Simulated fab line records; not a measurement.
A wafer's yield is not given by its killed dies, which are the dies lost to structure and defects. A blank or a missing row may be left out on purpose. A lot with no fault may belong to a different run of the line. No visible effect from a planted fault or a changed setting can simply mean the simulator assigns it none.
fab line records ; flow n5_finfet
[record] lots = 7; wafers = 21
route steps=1938 shown HKMG_FIN@386 GATE_CUT@478 MOL_CONTACT_COAG@615 BEOL_M0_SAQP@672
start_h: hours from the record's opening day to when the first of the lot's shown wafers began ; wait_h: how many hours have passed since the lot's step before this one ; " repeats the value in the row above ; L1.1+2: a single row standing in for several wafers ; - value missing, or start not given ; * or withheld: withheld ; < > ~ a bound
route shown NAME@n: names a module that has steps shown in the file, with the first one's number in the route ; usual: mean and standard deviation over wafers with no fault ; same: alike in all rows ; chamber/n: place in a boat ; sites: each site's reading ; _std_site: the values' standard deviation ; _edge_site: inner sites' mean taken away from outer sites' mean ; radius_mm: for every site, how far away it sits from the centre of the wafer ; mask NAME#n: copy n ; behind: the most recent tool/chamber to have shaped the wafer ; hold: why the lot went on hold/how many hours it stayed there/how the hold came to an end ; device: which transistor (n, p or np) failed to switch ; end of line: at the end of the route, the tests of the same wafers ; a step with no rows: only its recipe ; killed: the dies lost at the first sort to structure and to defects; this is not the yield of the wafer ; map: the dies of a wafer, with x for killed, . for not killed, _ for no die there
set.NAME: the run value of the setting; set.NAME@STEP: its run value at that earlier step ; model.NAME: the simulator's own value behind a step, which no gauge read
one table per step and one row per wafer, for lots whose settings were changed on purpose
[[steps]]
[step N5_HKMG_FIN_HK_ALD_01]
[recipe] material = HfO2; target_thk_a = 16; temp_c = withheld; ald_precursor_family = HfCl4; ald_co_reactant = H2O; pulse_time_s = 3; purge_time_s = 3; co_reactant_purge_time_s = 2.5; co_reactant_pulse_time_s = 0.3; ald_cycles = 30
lot.wafer;tool;chamber;start_h;wait_h;set.ald_cycles
L075.3+4;ald_hk-03;3,0;80.84;0.0;30
L075.6;ald_hk-03;1;80.84;0.0;28
L076.2+5;ald_hk-03;1,3;83.75;0.0;30
L076.3;ald_hk-03;3;83.75;0.0;27
L078.3+4;ald_hk-03;2,3;94.98;0.0;27
L078.6;ald_hk-03;2;94.98;0.0;30
L081.1+2;ald_hk-03;3,0;111.37;0.0;30
L081.5;ald_hk-03;3;111.37;0.0;32
L086.1+2+4;ald_hk-01;2,1,3;142.16;0.0;30
L087.1+3;ald_hk-03;1,0;148.12;0.0;30
L087.4;ald_hk-03;3;148.12;0.0;31
L096.3+4+5;ald_hk-02;3,2,2;203.90;0.0;30
[step N5_HKMG_FIN_EXPOSE_46]
[recipe] mask_id = NDIPOLE; na = 1.35; source_shape = conventional; sigma_outer = 0.8; polarization = unpolarized; dose_mj = 40
lot.wafer;tool;chamber;start_h;wait_h;mask;set.dose_mj
L075.3+6;arfi_scanner-01;0;81.55;-;NDIPOLE#0;41.91
L075.4;arfi_scanner-01;0;81.55;-;NDIPOLE#0;40
L076.2+3+5;arfi_scanner-03;0;84.58;-;NDIPOLE#0;40
L078.3+4;arfi_scanner-01;0;95.83;-;NDIPOLE#0;40
L078.6;arfi_scanner-01;0;95.83;-;NDIPOLE#0;38.69
L081.1+2+5;arfi_scanner-02;0;112.19;-;NDIPOLE#0;40
L086.1+2+4;arfi_scanner-03;0;142.98;-;NDIPOLE#0;40
L087.1+3+4;arfi_scanner-02;0;148.95;-;NDIPOLE#0;40
L096.3+4;arfi_scanner-01;0;204.85;-;NDIPOLE#0;40
L096.5;arfi_scanner-01;0;204.85;-;NDIPOLE#0;37.56
[step N5_HKMG_FIN_PEB_47]
[recipe] peb_temp_c = withheld; peb_time_s = 60; resist = CAR-ArF
[step N5_HKMG_FIN_DEVELOP_48]
[recipe] develop_time_s = 30; developer = TMAH; resist = CAR-ArF; rinse_liquid = diw; dry = air_spin; dev_temp_c = 23
[step N5_HKMG_FIN_CD_MEAS_49]
[recipe] target_cd_nm = 202; landing_energy_ev = 500; detector = se_inlens; polarity = opening
[usual] cd_nm = 202.1/0.62
lot.wafer;tool;chamber;start_h;wait_h;set.dose_mj@HKMG_FIN_EXPOSE_46;cd_nm
L075.3;cd_sem-01;0;81.66;-;41.91;206.1
L075.4;cd_sem-01;0;81.66;-;40;203.1
L075.6;cd_sem-01;0;81.66;-;41.91;205.5
L076.2;cd_sem-02;0;84.70;-;40;201.2
L076.3;cd_sem-02;0;84.70;-;40;200.9
L076.5;cd_sem-02;0;84.70;-;40;201.7
L078.3;cd_sem-03;0;95.94;-;40;202.4
L078.4;cd_sem-03;0;95.94;-;40;202.0
L078.6;cd_sem-03;0;95.94;-;38.69;200.4
L081.1;cd_sem-02;0;112.31;-;40;202.5
L081.2;cd_sem-02;0;112.31;-;40;202.6
L081.5;cd_sem-02;0;112.31;-;40;202.0
L086.1;cd_sem-03;0;143.11;-;40;202.1
L086.2;cd_sem-03;0;143.11;-;40;201.6
L086.4;cd_sem-03;0;143.11;-;40;201.4
L087.1;cd_sem-01;0;149.08;-;40;202.0
L087.3;cd_sem-01;0;149.08;-;40;201.6
L087.4;cd_sem-01;0;149.08;-;40;202.0
L096.3;cd_sem-01;0;204.96;-;40;202.0
L096.4;cd_sem-01;0;204.96;-;40;202.5
L096.5;cd_sem-01;0;204.96;-;37.56;198.6
[step N5_HKMG_FIN_DESCUM_53]
[recipe] chemistry = O2; time_s = 7.9; source_power_w = 50; bias_power_w = 20; pressure_mtorr = 20; rf_frequency_hz = 2.712e+07; temp_c = 40; resist = CAR-ArF; o2_flow_sccm = 225
[step N5_HKMG_FIN_ETCH_54]
[recipe] chemistry = CF4; target = SiARC; target_depth_a = 455; mask_material = CAR-ArF; time_s = 75.8; ion_energy_ev = 80; pressure_mtorr = 40; source_w = 545; bias_w = 36; Ar_flow_sccm = 100; cf4_flow_sccm = 100; ends = cleared
lot.wafer;tool;chamber;start_h;wait_h;set.dose_mj@HKMG_FIN_EXPOSE_46;model.HKMG_FIN.cd_offset_nm
L075.3;rie_diel-01;0;82.28;0.0;41.91;4.4
L075.4;rie_diel-01;0;82.28;0.0;40;0.8
L075.6;rie_diel-01;3;82.28;0.0;41.91;3.6
L076.2;rie_diel-02;0;84.82;0.0;40;-1.4
L076.3;rie_diel-02;2;84.82;0.0;40;-1.2
L076.5;rie_diel-02;2;84.82;0.0;40;-0.4
L078.3;rie_diel-03;3;96.13;0.0;40;1
L078.4;rie_diel-03;1;96.13;0.0;40;0.4
L078.6;rie_diel-03;3;96.13;0.0;38.69;-1.6
L081.1;rie_diel-01;2;112.45;0.0;40;0.4
L081.2;rie_diel-01;0;112.45;0.0;40;0.6
L081.5;rie_diel-01;0;112.45;0.0;40;0
L086.1;rie_diel-01;0;143.33;0.0;40;0.2
L086.2;rie_diel-01;3;143.33;0.0;40;-0.2
L086.4;rie_diel-01;2;143.33;0.0;40;-0.4
L087.1;rie_diel-03;3;149.20;0.0;40;0
L087.3+4;rie_diel-03;0,2;149.20;0.0;40;-0.6
L096.3+4;rie_diel-01;1,0;205.08;0.0;40;0
L096.5;rie_diel-01;3;205.08;0.0;37.56;-3.2
[step N5_HKMG_FIN_ETCH_55]
[recipe] chemistry = N2/H2; target = SOC; target_depth_a = 2400; temp_c = 40; time_s = 300; ion_energy_ev = 200; mask_material = SiARC; pressure_mtorr = 30; source_w = 840; bias_w = 150; n2_flow_sccm = 200; h2_flow_sccm = 200
[step N5_HKMG_FIN_STRIP_56]
[recipe] chemistry = N2/H2; temp_c = 40; n2_flow_sccm = 200; h2_flow_sccm = 200; rf_frequency_hz = 6e+07
[step N5_HKMG_FIN_STRIP_57]
[recipe] chemistry = CF4; resist = SiARC; power_w = 300; bias_power_w = 75; pressure_mtorr = 50; cf4_flow_sccm = 150; rf_frequency_hz = 6e+07
[step N5_HKMG_FIN_ETCH_58]
[recipe] chemistry = N2/H2; target = SOC; target_depth_a = 2158; ion_energy_ev = 50; bias_w = 13; time_s = 741; pressure_mtorr = 30; source_w = 875; n2_flow_sccm = 200; h2_flow_sccm = 200
lot.wafer;tool;chamber;start_h;wait_h;set.dose_mj@HKMG_FIN_EXPOSE_46;model.HKMG_FIN.cd_offset_nm
L075.3;rie_diel-01;0;82.54;0.0;41.91;4.2
L075.4;rie_diel-01;0;82.54;0.0;40;1
L075.6;rie_diel-01;3;82.54;0.0;41.91;3.4
L076.2+5;rie_diel-02;0,2;85.08;0.0;40;-0.8
L076.3;rie_diel-02;2;85.08;0.0;40;-1.4
L078.3;rie_diel-03;3;96.40;0.0;40;0.6
L078.4;rie_diel-03;1;96.40;0.0;40;0.2
L078.6;rie_diel-03;3;96.40;0.0;38.69;-1.8
L081.1;rie_diel-01;2;112.72;0.0;40;0.8
L081.2;rie_diel-01;0;112.72;0.0;40;0.2
L081.5;rie_diel-01;0;112.72;0.0;40;-0.4
L086.1+2+4;rie_diel-01;0,3,2;143.60;0.0;40;0
L087.1;rie_diel-03;3;149.47;0.0;40;0
L087.3;rie_diel-03;0;149.47;0.0;40;-1.2
L087.4;rie_diel-03;2;149.47;0.0;40;-0.6
L096.3;rie_diel-01;1;205.35;0.0;40;0.2
L096.4;rie_diel-01;0;205.35;0.0;40;0.8
L096.5;rie_diel-01;3;205.35;0.0;37.56;-3
[step N5_HKMG_FIN_STRIP_93]
[recipe] chemistry = N2/H2; material = SOC; time_s = 20; power_w = 500; temp_c = 40; pressure_mtorr = 50; rf_frequency_hz = 6e+07; bias_power_w = 8; h2_frac = 0.5; n2_flow_sccm = 300; h2_flow_sccm = 300
[step N5_HKMG_FIN_WET_ETCH_76]
[recipe] chemistry = dNH4OH; mix = 1:50; temp_c = 25; target = Al2O3; stop_on = La2O3; target_depth_nm = 2.25; dry = ipa_marangoni; rinse_time_s = 30; rinse_temp_c = 23
[step N5_HKMG_FIN_WET_ETCH_82]
[recipe] chemistry = dHCl; mix = 1:10000; temp_c = 25; target = La2O3; stop_on = HfO2; target_depth_nm = 2; dry = ipa_marangoni; rinse_time_s = 30; rinse_temp_c = 23
[step N5_HKMG_FIN_ALD_36]
[recipe] material = TiN; target_thk_a = 10; temp_c = 400; ald_precursor_family = TiCl4; ald_co_reactant = NH3; pulse_time_s = 1; purge_time_s = 3; co_reactant_purge_time_s = 2; co_reactant_pulse_time_s = 2; ald_cycles = 47; pressure_torr = 3
[step N5_HKMG_FIN_THK_MEAS_70]
[recipe] thk_meas_gauge = xrf; reads = HfO2_of_HKMG_FIN_HK_ALD_01
[usual] HK_THK = 1.584/0.021
lot.wafer;tool;chamber;start_h;wait_h;set.ald_cycles@HKMG_FIN_HK_ALD_01;HK_THK[nm]
L075.3;film_metro-01;-;84.76;0.2;30;1.582
L075.4;film_metro-01;-;84.76;0.2;30;1.590
L075.6;film_metro-01;-;84.76;0.2;28;1.477
L076.2;film_metro-01;-;87.19;0.2;30;1.589
L076.3;film_metro-01;-;87.19;0.2;27;1.427
L076.5;film_metro-01;-;87.19;0.2;30;1.605
L078.3;film_metro-02;-;98.51;0.2;27;1.414
L078.4;film_metro-02;-;98.51;0.2;27;1.445
L078.6;film_metro-02;-;98.51;0.2;30;1.562
L081.1;film_metro-02;-;115.12;0.2;30;1.609
L081.2;film_metro-02;-;115.12;0.2;30;1.618
L081.5;film_metro-02;-;115.12;0.2;32;1.726
L086.1;film_metro-01;-;145.70;0.2;30;1.572
L086.2;film_metro-01;-;145.70;0.2;30;1.583
L086.4;film_metro-01;-;145.70;0.2;30;1.583
L087.1;film_metro-02;-;151.57;0.2;30;1.555
L087.3;film_metro-02;-;151.57;0.2;30;1.561
L087.4;film_metro-02;-;151.57;0.2;31;1.644
L096.3;film_metro-02;-;207.53;0.2;30;1.595
L096.4;film_metro-02;-;207.53;0.2;30;1.610
L096.5;film_metro-02;-;207.53;0.2;30;1.613
[step N5_GATE_CUT_COAT_34]
[recipe] resist = SOC; temp_c = 250; time_s = 60; spin_rpm = 1500; resist_thk_nm = 60
lot.wafer;tool;chamber;start_h;wait_h;set.spin_rpm;model.SOC_of_GATE_CUT_COAT_34.thk_nm
L075.3;litho_track-01;0;94.47;0.0;1500;60.4
L075.4;litho_track-01;0;94.47;0.0;1590;58.6
L075.6;litho_track-01;0;94.47;0.0;1500;60.2
L076.2;litho_track-05;0;96.80;0.0;1500;60.2
L076.3;litho_track-05;0;96.80;0.0;1380;62.6
L076.5;litho_track-05;0;96.80;0.0;1500;60
L078.3;litho_track-05;0;107.63;0.0;1437;61.2
L078.4+6;litho_track-05;0;107.63;0.0;1500;59.8
L081.1;litho_track-01;0;123.92;0.0;1500;60.4
L081.2;litho_track-01;0;123.92;0.0;1388;63
L081.5;litho_track-01;0;123.92;0.0;1500;60.2
L086.1;litho_track-01;0;156.52;0.0;1500;59.8
L086.2+4;litho_track-01;0;156.52;0.0;1500;60
L087.1;litho_track-05;0;160.44;0.0;1500;60
L087.3+4;litho_track-05;0;160.44;0.0;1500;59.8
L096.3;litho_track-05;0;216.58;0.0;1500;60
L096.4+5;litho_track-05;0;216.58;0.0;1500;59.8
[step N5_GATE_CUT_COAT_27]
[recipe] resist = underlayer; temp_c = 205; time_s = 60; spin_rpm = 1500; resist_thk_nm = 10
lot.wafer;tool;chamber;start_h;wait_h;set.spin_rpm;model.underlayer_of_GATE_CUT_COAT_27.thk_nm
L075.3+4+6;litho_track-01;0;-;-;1500;10
L076.2+5;litho_track-05;0;-;-;1500;10
L076.3;litho_track-05;0;-;-;1594;9.8
L078.3+6;litho_track-05;0;-;-;1500;10
L078.4;litho_track-05;0;-;-;1415;10.4
L081.1+5;litho_track-01;0;-;-;1656;9.6
L081.2;litho_track-01;0;-;-;1500;10
L086.1+2+4;litho_track-01;0;-;-;1500;10
L087.1;litho_track-05;0;-;-;1353;10.6
L087.3+4;litho_track-05;0;-;-;1500;10
L096.3+4+5;litho_track-05;0;-;-;1500;10
[step N5_GATE_CUT_COAT_07]
[recipe] resist = CAR-EUV; spin_rpm = 1500; resist_thk_nm = 30
[step N5_GATE_CUT_EBR_09]
[recipe] solvent = PGMEA; ebr_width_mm = 1.5
[step N5_GATE_CUT_DESCUM_18]
[recipe] chemistry = O2; time_s = 7; source_power_w = 50; bias_power_w = 20; pressure_mtorr = 20; rf_frequency_hz = 2.712e+07; temp_c = 40; resist = CAR-EUV; o2_flow_sccm = 225
[step N5_GATE_CUT_ETCH_28]
[recipe] chemistry = N2/H2; target = underlayer; target_depth_a = 130; mask_material = CAR-EUV; time_s = 10.4; ion_energy_ev = 200; pressure_mtorr = 30; source_w = 840; bias_w = 150; n2_flow_sccm = 200; h2_flow_sccm = 200; ends = cleared
[usual] etch_rf_on_time_s = 10.42/0.14
lot.wafer;tool;chamber;start_h;wait_h;set.spin_rpm@GATE_CUT_COAT_27;etch_rf_on_time_s;model.etch.depth_nm;model.CAR-EUV_of_GATE_CUT_COAT_07.thk_nm
L075.3;rie_diel-04;0;94.90;0.0;1500;10.13;10;14.6
L075.4;rie_diel-04;0;94.90;0.0;1500;10.24;10.02;14.6
L075.6;rie_diel-04;1;94.90;0.0;1500;10.27;10.01;14.6
L076.2;rie_diel-04;2;97.23;0.0;1500;10.61;10.07;14.4
L076.3;rie_diel-04;0;97.23;0.0;1594;9.91;9.764;15
L076.5;rie_diel-04;1;97.23;0.0;1500;10.45;10.07;14.8
L078.3;rie_diel-06;3;108.05;0.0;1500;10.42;10.07;14.6
L078.4;rie_diel-06;2;108.05;0.0;1415;10.70;10.34;14.2
L078.6;rie_diel-06;3;108.05;0.0;1500;10.39;10.08;14.6
L081.1;rie_diel-04;1;124.50;0.0;1656;9.88;9.521;15.2
L081.2;rie_diel-04;2;124.50;0.0;1500;10.53;10.02;14.4
L081.5;rie_diel-04;0;124.50;0.0;1656;9.79;9.537;15
L086.1;rie_diel-05;1;156.94;0.0;1500;10.39;9.989;14.6
L086.2;rie_diel-05;2;156.94;0.0;1500;10.48;9.995;14.6
L086.4;rie_diel-05;0;156.94;0.0;1500;10.61;9.974;14.6
L087.1;rie_diel-06;3;160.87;0.0;1353;11.00;10.54;13.8
L087.3;rie_diel-06;0;160.87;0.0;1500;10.28;10.02;14.4
L087.4;rie_diel-06;1;160.87;0.0;1500;10.59;10.03;14.4
L096.3;rie_diel-05;0;217.01;0.0;1500;10.60;9.951;14.8
L096.4;rie_diel-05;2;217.01;0.0;1500;10.45;9.952;14.6
L096.5;rie_diel-05;1;217.01;0.0;1500;10.25;9.951;14.6
[step N5_GATE_CUT_ETCH_36]
[recipe] chemistry = CF4; target = SiARC; target_depth_a = 130; mask_material = CAR-EUV; time_s = 21.7; ion_energy_ev = 80; pressure_mtorr = 40; source_w = 545; bias_w = 36; Ar_flow_sccm = 100; cf4_flow_sccm = 100; ends = cleared
lot.wafer;tool;chamber;start_h;wait_h;set.spin_rpm@GATE_CUT_COAT_27;model.CAR-EUV_of_GATE_CUT_COAT_07.thk_nm
L075.3;rie_diel-04;0;94.92;0.0;1500;7
L075.4+6;rie_diel-04;0,1;94.92;0.0;1500;6.8
L076.2;rie_diel-04;2;97.25;0.0;1500;6.8
L076.3;rie_diel-04;0;97.25;0.0;1594;7.2
L076.5;rie_diel-04;1;97.25;0.0;1500;7
L078.3+6;rie_diel-06;3;108.07;0.0;1500;7
L078.4;rie_diel-06;2;108.07;0.0;1415;6.6
L081.1+5;rie_diel-04;1,0;124.52;0.0;1656;7.4
L081.2;rie_diel-04;2;124.52;0.0;1500;6.8
L086.1+2+4;rie_diel-05;1,2,0;156.96;0.0;1500;7
L087.1;rie_diel-06;3;160.89;0.0;1353;6.2
L087.3+4;rie_diel-06;0,1;160.89;0.0;1500;6.8
L096.3+4+5;rie_diel-05;0,2,1;217.03;0.0;1500;7
[step N5_GATE_CUT_ETCH_37]
[recipe] chemistry = N2/H2; target = SOC; target_depth_a = 600; overetch_a = 120; mask_material = SiARC; temp_c = 40; time_s = 90; ion_energy_ev = 200; pressure_mtorr = 30; source_w = 840; bias_w = 150; n2_flow_sccm = 200; h2_flow_sccm = 200
lot.wafer;tool;chamber;start_h;wait_h;set.spin_rpm@GATE_CUT_COAT_34;model.etch.depth_nm
L075.3;rie_diel-04;0;94.94;0.0;1500;60.45
L075.4;rie_diel-04;0;94.94;0.0;1590;58.55
L075.6;rie_diel-04;1;94.94;0.0;1500;60.25
L076.2;rie_diel-04;2;97.27;0.0;1500;60.23
L076.3;rie_diel-04;0;97.27;0.0;1380;62.52
L076.5;rie_diel-04;1;97.27;0.0;1500;60.06
L078.3;rie_diel-06;3;108.10;0.0;1437;61.12
L078.4;rie_diel-06;2;108.10;0.0;1500;59.88
L078.6;rie_diel-06;3;108.10;0.0;1500;59.78
L081.1;rie_diel-04;1;124.55;0.0;1500;60.4
L081.2;rie_diel-04;2;124.55;0.0;1388;62.92
L081.5;rie_diel-04;0;124.55;0.0;1500;60.19
L086.1;rie_diel-05;1;156.99;0.0;1500;59.88
L086.2;rie_diel-05;2;156.99;0.0;1500;59.94
L086.4;rie_diel-05;0;156.99;0.0;1500;60.06
L087.1;rie_diel-06;3;160.91;0.0;1500;59.98
L087.3;rie_diel-06;0;160.91;0.0;1500;59.84
L087.4;rie_diel-06;1;160.91;0.0;1500;59.88
L096.3;rie_diel-05;0;217.06;0.0;1500;59.93
L096.4;rie_diel-05;2;217.06;0.0;1500;59.72
L096.5;rie_diel-05;1;217.06;0.0;1500;59.87
[step N5_GATE_CUT_STRIP_38]
[recipe] chemistry = N2/H2; temp_c = 40; n2_flow_sccm = 200; h2_flow_sccm = 200; rf_frequency_hz = 6e+07
[step N5_GATE_CUT_STRIP_39]
[recipe] chemistry = N2/H2; temp_c = 40; n2_flow_sccm = 200; h2_flow_sccm = 200; rf_frequency_hz = 6e+07
[step N5_GATE_CUT_HM_OPEN_40]
[recipe] chemistry = C4F6/O2; target = SiO2; mask_material = SiARC; target_depth_a = 1390; time_s = 85.1; ion_energy_ev = 250; pressure_mtorr = 30; source_w = 345; bias_w = 185; Ar_flow_sccm = 300; C4F6_flow_sccm = 10; O2_flow_sccm = 10; ends = cleared
lot.wafer;tool;chamber;start_h;wait_h;set.spin_rpm@GATE_CUT_COAT_34;model.SOC_of_GATE_CUT_COAT_34.thk_nm
L075.3;rie_diel-04;0;95.03;0.0;1500;33.4
L075.4;rie_diel-04;0;95.03;0.0;1590;31.4
L075.6;rie_diel-04;1;95.03;0.0;1500;32.8
L076.2;rie_diel-04;2;97.36;0.0;1500;33.4
L076.3;rie_diel-04;0;97.36;0.0;1380;35.4
L076.5;rie_diel-04;1;97.36;0.0;1500;33.6
L078.3;rie_diel-06;3;108.18;0.0;1437;33.6
L078.4;rie_diel-06;2;108.18;0.0;1500;32.8
L078.6;rie_diel-06;3;108.18;0.0;1500;32.2
L081.1;rie_diel-04;1;124.63;0.0;1500;33.4
L081.2;rie_diel-04;2;124.63;0.0;1388;35.2
L081.5;rie_diel-04;0;124.63;0.0;1500;32.8
L086.1+4;rie_diel-05;1,0;157.07;0.0;1500;33
L086.2;rie_diel-05;2;157.07;0.0;1500;33.2
L087.1;rie_diel-06;3;161.00;0.0;1500;32.8
L087.3;rie_diel-06;0;161.00;0.0;1500;33
L087.4;rie_diel-06;1;161.00;0.0;1500;32.6
L096.3;rie_diel-05;0;217.14;0.0;1500;33.2
L096.4;rie_diel-05;2;217.14;0.0;1500;32.8
L096.5;rie_diel-05;1;217.14;0.0;1500;32.2
[step N5_MOL_CONTACT_COAG_VIA_ETCH_117]
[recipe] chemistry = C4F6/O2; target_depth_a = 400; overetch_a = 80; mask_material = SOC; target = SiO2; bias_w = 455; pressure_mtorr = 10; time_s = 26; source_w = 325; Ar_flow_sccm = 300; C4F6_flow_sccm = 10; O2_flow_sccm = 10; ion_energy_ev = 575.3; ends = end_point
[usual] rf_vpp_V = 1579/15
lot.wafer;tool;chamber;start_h;wait_h;set.bias_w;rf_vpp_V
L075.3;rie_diel-01;3;110.52;0.0;525.5;1781
L075.4;rie_diel-01;2;110.52;0.0;455;1555
L075.6;rie_diel-01;2;110.52;0.0;525.5;1731
L076.2;rie_diel-03;2;113.12;0.0;455;1604
L076.3;rie_diel-03;0;113.12;0.0;455;1596
L076.5;rie_diel-03;3;113.12;0.0;481.4;1639
L078.3;rie_diel-02;1;128.18;0.0;502.7;1701
L078.4;rie_diel-02;3;128.18;0.0;455;1598
L078.6;rie_diel-02;3;128.18;0.0;502.7;1721
L081.1;rie_diel-02;0;138.76;0.0;455;1581
L081.2;rie_diel-02;2;138.76;0.0;455;1574
L081.5;rie_diel-02;1;138.76;0.0;455;1580
L086.1;rie_diel-02;0;172.79;0.0;455;1582
L086.2;rie_diel-02;3;172.79;0.0;455;1599
L086.4;rie_diel-02;2;172.79;0.0;455;1572
L087.1;rie_diel-02;3;175.43;0.0;455;1598
L087.3;rie_diel-02;2;175.43;0.0;455;1572
L087.4;rie_diel-02;3;175.43;0.0;455;1599
L096.3;rie_diel-02;1;231.71;0.0;417.6;1480
L096.4;rie_diel-02;0;231.71;0.0;417.6;1481
L096.5;rie_diel-02;0;231.71;0.0;455;1579
[step N5_BEOL_M0_SAQP_ETCH_106]
[recipe] chemistry = N2/H2; target = SOC; target_depth_a = 1500; stop_on = SiNx; ion_energy_ev = 100; bias_w = 61; pressure_mtorr = 30; source_w = 850; n2_flow_sccm = 200; h2_flow_sccm = 200
lot.wafer;tool;chamber;start_h;wait_h;set.target_depth_a;model.SOC_of_BEOL_M0_SAQP_COAT_105.thk_nm
L075.3;rie_diel-04;1;119.69;-;1448;26.6
L075.4;rie_diel-04;1;119.69;-;1500;24.4
L075.6;rie_diel-04;2;119.69;-;1500;25.8
L076.2;rie_diel-04;0;124.84;-;1645;14.6
L076.3;rie_diel-04;2;124.84;-;1500;23.8
L076.5;rie_diel-04;1;124.84;-;1645;16.2
L078.3;rie_diel-05;2;138.70;-;1500;25.6
L078.4;rie_diel-05;0;138.70;-;1500;27.4
L078.6;rie_diel-05;3;138.70;-;1500;25.8
L081.1;rie_diel-06;2;147.69;-;1500;25
L081.2;rie_diel-06;3;147.69;-;1500;24.4
L081.5;rie_diel-06;2;147.69;-;1405;29.8
L086.1;rie_diel-06;0;181.31;-;1500;23.2
L086.2;rie_diel-06;2;181.31;-;1500;24.8
L086.4;rie_diel-06;0;181.31;-;1500;24
L087.1;rie_diel-04;3;184.72;-;1500;24.8
L087.3;rie_diel-04;1;184.72;-;1500;24.6
L087.4;rie_diel-04;0;184.72;-;1500;22.4
L096.3;rie_diel-06;3;249.53;-;1500;25.6
L096.4+5;rie_diel-06;0;249.53;-;1500;22.8
[step N5_BEOL_M0_SAQP_ETCH_107]
[recipe] chemistry = CH3F/O2; target = SiNx; target_depth_a = 300; mask_material = SOC; pressure_mtorr = 30; source_w = 395; bias_w = 73; Ar_flow_sccm = 150; CH3F_flow_sccm = 30; O2_flow_sccm = 20; ion_energy_ev = 120
[usual] rf_vpp_V = 299/3.6
lot.wafer;tool;chamber;start_h;wait_h;set.bias_w;set.target_depth_a@BEOL_M0_SAQP_ETCH_106;rf_vpp_V;model.SOC_of_BEOL_M0_SAQP_COAT_105.thk_nm
L075.3;rie_diel-04;1;119.75;0.0;73;1448;302;15.8
L075.4;rie_diel-04;1;119.75;0.0;73;1500;303;13.6
L075.6;rie_diel-04;2;119.75;0.0;84.33;1500;332;14.6
L076.2;rie_diel-04;0;124.90;0.0;73;1645;298;3.4
L076.3;rie_diel-04;2;124.90;0.0;73;1500;296;13.2
L076.5;rie_diel-04;1;124.90;0.0;73;1645;303;5.4
L078.3;rie_diel-05;2;138.76;0.0;73;1500;295;14.6
L078.4;rie_diel-05;0;138.76;0.0;73;1500;300;16.8
L078.6;rie_diel-05;3;138.76;0.0;81.12;1500;321;14.6
L081.1;rie_diel-06;2;147.75;0.0;73;1500;304;14.2
L081.2;rie_diel-06;3;147.75;0.0;83.15;1500;334;13
L081.5;rie_diel-06;2;147.75;0.0;83.15;1405;337;18.4
L086.1;rie_diel-06;0;181.37;0.0;73;1500;303;12.2
L086.2;rie_diel-06;2;181.37;0.0;73;1500;304;14
L086.4;rie_diel-06;0;181.37;0.0;73;1500;301;13
L087.1;rie_diel-04;3;184.78;0.0;82.74;1500;324;13.6
L087.3;rie_diel-04;1;184.78;0.0;73;1500;303;13.8
L087.4;rie_diel-04;0;184.78;0.0;82.74;1500;330;10.8
L096.3;rie_diel-06;3;249.59;0.0;73;1500;302;14.8
L096.4;rie_diel-06;0;249.59;0.0;73;1500;301;11.8
L096.5;rie_diel-06;0;249.59;0.0;63.71;1500;268;12.4
[[key]]
[split] step = N5_HKMG_FIN_HK_ALD_01; setting = ald_cycles; stated = 30; by = wafer
[response] step = N5_HKMG_FIN_THK_MEAS_70; reading = HK_THK; change = +0.016; per = 1%; r = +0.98
[split] step = N5_HKMG_FIN_EXPOSE_46; setting = dose_mj; stated = 40; by = wafer
[response] step = N5_HKMG_FIN_CD_MEAS_49; reading = cd_nm; change = +0.579; per = 1%; r = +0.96
[response] step = N5_HKMG_FIN_ETCH_54; reading = model.HKMG_FIN.cd_offset_nm; change = +0.598; per = 1%; r = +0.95
[response] step = N5_HKMG_FIN_ETCH_58; reading = model.HKMG_FIN.cd_offset_nm; change = +0.593; per = 1%; r = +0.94
[split] step = N5_GATE_CUT_COAT_34; setting = spin_rpm; stated = 1500; by = wafer
[response] step = N5_GATE_CUT_COAT_34; reading = model.SOC_of_GATE_CUT_COAT_34.thk_nm; change = -0.324; per = 1%; r = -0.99
[response] step = N5_GATE_CUT_ETCH_37; reading = model.etch.depth_nm; change = -0.316; per = 1%; r = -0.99
[response] step = N5_GATE_CUT_HM_OPEN_40; reading = model.SOC_of_GATE_CUT_COAT_34.thk_nm; change = -0.264; per = 1%; r = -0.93
[split] step = N5_GATE_CUT_COAT_27; setting = spin_rpm; stated = 1500; by = wafer
[response] step = N5_GATE_CUT_COAT_27; reading = model.underlayer_of_GATE_CUT_COAT_27.thk_nm; change = -0.0492; per = 1%; r = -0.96
[response] step = N5_GATE_CUT_ETCH_28; reading = etch_rf_on_time_s; change = *; per = 1%; r = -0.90
[response] step = N5_GATE_CUT_ETCH_28; reading = model.etch.depth_nm; change = -0.0491; per = 1%; r = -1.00
[response] step = N5_GATE_CUT_ETCH_28; reading = model.CAR-EUV_of_GATE_CUT_COAT_07.thk_nm; change = +0.0651; per = 1%; r = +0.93
[response] step = N5_GATE_CUT_ETCH_36; reading = model.CAR-EUV_of_GATE_CUT_COAT_07.thk_nm; change = +0.059; per = 1%; r = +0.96
[split] step = N5_MOL_CONTACT_COAG_VIA_ETCH_117; setting = bias_w; stated = 455; by = wafer
[response] step = N5_MOL_CONTACT_COAG_VIA_ETCH_117; reading = rf_vpp_V; change = +11.8; per = 1%; r = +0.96
[split] step = N5_BEOL_M0_SAQP_ETCH_106; setting = target_depth_a; stated = 1500; by = wafer
[response] step = N5_BEOL_M0_SAQP_ETCH_106; reading = model.SOC_of_BEOL_M0_SAQP_COAT_105.thk_nm; change = -0.815; per = 1%; r = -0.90
[response] step = N5_BEOL_M0_SAQP_ETCH_107; reading = model.SOC_of_BEOL_M0_SAQP_COAT_105.thk_nm; change = -0.834; per = 1%; r = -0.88
[split] step = N5_BEOL_M0_SAQP_ETCH_107; setting = bias_w; stated = 73; by = wafer
[response] step = N5_BEOL_M0_SAQP_ETCH_107; reading = rf_vpp_V; change = +2.12; per = 1%; r = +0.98
